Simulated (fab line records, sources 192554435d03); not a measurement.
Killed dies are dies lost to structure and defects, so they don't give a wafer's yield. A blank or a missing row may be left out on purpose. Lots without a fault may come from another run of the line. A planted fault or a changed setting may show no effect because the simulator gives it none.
Split-lot experiment | flow n5_finfet | 7 lots, 21 wafers read, on a route of 1938 steps

THE SPLIT
At N5_PASSIVATION_PASS_ETCH_47 (etches SiNx in CF4/O2, target depth 770 nm, time 385 s), the setting source_w was moved away from the recipe's 535 W on 8 of the 21 wafers read, by -17.0% to +16.0%. The other wafers ran this setting at the recipe's value.

The reading is taken at the split's own step.

THE READING
etch.depth_nm (the simulator's own value, which no gauge read), in nm, at N5_PASSIVATION_PASS_ETCH_47 (etches SiNx in CF4/O2, target depth 770 nm, time 385 s). The file gives no usual value for it. The 13 wafers here that ran the recipe average 764.4 nm, standard deviation 23 nm.

wafer  | tool, chamber at the split | source_w as run, W | against the recipe | etch.depth_nm, nm | against lot-mates on the recipe
L076.1 | rie_diel-05, 1             | 444                | -17.0%             | 644.2             | -97.3
L076.2 | rie_diel-05, 3             | 535                | recipe             | 741.5             | -
L076.3 | rie_diel-05, 0             | 444                | -17.0%             | 620.3             | -121.2
L078.4 | rie_diel-02, 0             | 535                | recipe             | 780               | -
L078.5 | rie_diel-02, 3             | 535                | recipe             | 773.9             | -
L078.6 | rie_diel-02, 2             | 500.4              | -6.5%              | 716.5             | -60.5
L082.3 | rie_diel-06, 1             | 535                | recipe             | 801.9             | -
L082.5 | rie_diel-06, 0             | 560.7              | +4.8%              | 811               | +9.8
L082.6 | rie_diel-06, 2             | 535                | recipe             | 800.5             | -
L085.2 | rie_diel-06, 0             | 620.4              | +16.0%             | 876.8             | no lot-mate on the recipe
L085.3 | rie_diel-06, 2             | 620.4              | +16.0%             | 903.7             | no lot-mate on the recipe
L085.4 | rie_diel-06, 3             | 620.4              | +16.0%             | 894.3             | no lot-mate on the recipe
L086.2 | rie_diel-02, 2             | 535                | recipe             | 753.6             | -
L086.5 | rie_diel-02, 1             | 535                | recipe             | 764.1             | -
L086.6 | rie_diel-02, 0             | 535                | recipe             | 787.1             | -
L089.1 | rie_diel-05, 2             | 535                | recipe             | 727               | -
L089.2 | rie_diel-05, 3             | 535                | recipe             | 749               | -
L089.4 | rie_diel-05, 1             | 535                | recipe             | 771.5             | -
L091.1 | rie_diel-05, 2             | 535                | recipe             | 731               | -
L091.3 | rie_diel-05, 1             | 478.3              | -10.6%             | 699.5             | -44.2
L091.4 | rie_diel-05, 3             | 535                | recipe             | 756.4             | -

THE FIT
A straight line over all 21 wafers: etch.depth_nm changes by +7.77 nm for each +1% of source_w; r = +0.96; the points scatter about the line by 21 nm.
The same after taking each lot's own level away (the mean of its wafers on the recipe; 18 wafers): +5.99 nm for each +1%; r = +0.93; scatter 15 nm.
On that fit, the largest move of source_w shifts the reading by 1e+02 nm.
The lots' own levels span 741.50 to 801.20 nm, that is 2.6 times the standard deviation above.
So the lot-to-lot level changes the slope: the two fits differ.
Check: with one of the wafers moved furthest among these (-17.0%) left out of the fit, the line predicts -108 nm for it against its lot-mates. It came out at -97.3 nm against them.

OTHER SPLITS ON THESE WAFERS
These wafers also went through other splits before the reading. Each is held against what the fit with the lots' levels taken away leaves over:
other split on the same wafers   | wafers away from the commonest value | r with etch.depth_nm (lot level and that fit taken away)
N5_BEOL_M14_EXPOSE_07 dose_mj    | 6                                    | +0.11
N5_BEOL_M15_EXPOSE_07 dose_mj    | 6                                    | -0.31
N5_MIM_BOT_ETCH_ETCH_04 time_s   | 6                                    | +0.02
N5_MIM_BOT_ETCH_ETCH_03 icp_w    | 9                                    | +0.09
N5_PASSIVATION_EXPOSE_41 dose_mj | 5                                    | +0.20

THE FILE'S OWN FIT
etch.depth_nm changes by +5.92 nm for each +1% of source_w, r = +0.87.
